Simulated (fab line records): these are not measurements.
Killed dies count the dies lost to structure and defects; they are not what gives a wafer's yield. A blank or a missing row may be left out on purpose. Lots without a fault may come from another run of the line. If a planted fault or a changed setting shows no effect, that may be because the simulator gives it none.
Problem report, 8D (eight disciplines) form, completed by code -- flow n5 finfet -- the parts of the form that need people (team, actions taken, sign-off) are left out

1. THE PROBLEM
At N5_STI_FIN_REVEAL_FIN_H_MEAS_10, trench depth nm averages 44.8 nm over 3 wafers from 3 lots, while fault-free wafers read 52.1 nm, standard deviation 0.79. Relative to the usual mean, that is a shift of -9.2 standard deviations.
First seen on wafer L365.1, day 6 13:02, on ocd-02. At this step, 24 wafers from 9 lots have a number in the record. The rule behind "out" and "out of limits": a value lying over 4 standard deviations away from the usual mean. Any other wafer with a number is counted as sound.

2. WHAT IT IS; WHAT IT IS NOT
question,is,is not
which readings at this step,trench depth nm,-
which lots,"L365, L368, L371","L349, L351, L352, L353, L361, L367"
which wafers of those lots,"L365.1, L368.6, L371.1","L365.4, L368.2, L371.2"
read on which gauges,"ocd-01, ocd-02",-
when,from day 6 13:02,"up to then (16 sound wafers); but 5 sound wafers of L367, L368, L371 came after"

3. SUSPECTS, AND WHAT RULES EACH OUT
Counting: any tool at a process step up to the reading remains a suspect provided it ran every lot that is out. Sound lots after the first of them don't rule it out here, since some wafers of a struck lot are sound.
- the gauge at N5_STI_FIN_REVEAL_FIN_H_MEAS_10 is ruled out. The wafers that are out were read on 2 gauges (ocd-01, ocd-02).
- rie diel-03 at N5_STI_FIN_REVEAL_ETCHBACK_08 (etches SiO2 in C4F6/O2, target depth 30.5 nm, time 10.167 s): kept. It ran every lot that is out, first L365 (day 6 10:05); its last sound lot up to then is L361 (day 5 12:23).
The count leaves rie diel-03 at N5_STI_FIN_REVEAL_ETCHBACK_08.

4. THE CAUSE (what the simulator had put in)
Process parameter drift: rie diel-03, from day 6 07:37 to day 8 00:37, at N5_STI_FIN_REVEAL_ETCHBACK_08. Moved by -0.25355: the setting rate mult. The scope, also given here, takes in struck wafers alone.
This tool alone remained once counting was done.

5. SEQUENCE OF EFFECTS, ordered by route
Rows list readings where the struck wafers' mean (over those with a number) sits beyond 3 standard deviations from the usual. Only readings whose record carries a usual standard deviation are examined. hours: median over the lots of the time between each lot's start at the first step of this table that gives one and its start at this step. sigmas: the change, counted in usual standard deviations.
hours,step,reading,usual,on struck wafers,change,sigmas
0,N5_STI_FIN_REVEAL_FIN_H_MEAS_10,trench depth nm,52.1 nm,44.8,-7.3,-9.2
129,N5_BEOL_M4_RC_MEAS_101,DIBL_N,35.8 mV/V,67.3,+31.5,+18
129,N5_BEOL_M4_RC_MEAS_101,DIBL_P,35.6 mV/V,51.1,+15.5,+7.8
129,N5_BEOL_M4_RC_MEAS_101,IOFF_N,0.148 nA/um,5.849,+5.701,+99 or more
129,N5_BEOL_M4_RC_MEAS_101,IOFF_N_85C,2.9 nA/um,61.7,+58.8,+99 or more
129,N5_BEOL_M4_RC_MEAS_101,IOFF_N_LIN,0.070 nA/um,0.174,+0.104,+10
129,N5_BEOL_M4_RC_MEAS_101,IOFF_P,0.20 nA/um,2.09,+1.89,+56
129,N5_BEOL_M4_RC_MEAS_101,IOFF_P_85C,3.5 nA/um,24.7,+21.2,+43
129,N5_BEOL_M4_RC_MEAS_101,IOFF_P_LIN,0.096 nA/um,0.173,+0.077,+5.5
129,N5_BEOL_M4_RC_MEAS_101,ION_N,672 uA/um,602,-70,-5.9
129,N5_BEOL_M4_RC_MEAS_101,ION_P,462 uA/um,408,-54,-6.4
129,N5_BEOL_M4_RC_MEAS_101,REXT_P,100.4 ohm.um,108.3,+7.9,+3.7
129,N5_BEOL_M4_RC_MEAS_101,SS_N,71.2 mV/dec,112.7,+41.5,+64
129,N5_BEOL_M4_RC_MEAS_101,SS_P,73.1 mV/dec,94.0,+20.9,+31
237,N5_PASSIVATION_PROBE_49,sort n pass,1077,0,-1077,-57
237,N5_PASSIVATION_PROBE_49,sort yield pct,91.3 %,0.0,-91.3,-57
Its process steps:
- N5_PASSIVATION_PROBE_49
Later measuring or inspecting steps at which every struck wafer that the step has a row for has a number for every such reading, and none has moved that far: N5_DUMMY_GATE_THK_MEAS_05, N5_DUMMY_GATE_CD_MEAS_15.

6. WHAT WOULD HAVE CAUGHT IT SOONER
5 hours passed between the start of the fault at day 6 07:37 and the first reading out of limits at a measuring or inspecting step in this record, taken at day 6 13:02.
Of the tool readings at N5_STI_FIN_REVEAL_ETCHBACK_08 for which the record gives a usual standard deviation, none was out on any struck wafer, so an alarm limit of 4 standard deviations on them would not have fired.
Lots out: 3; of these, L368, L371 started N5_STI_FIN_REVEAL_ETCHBACK_08 on rie diel-03 after day 6 13:02. A hold on the tool at that time would have spared those 2.
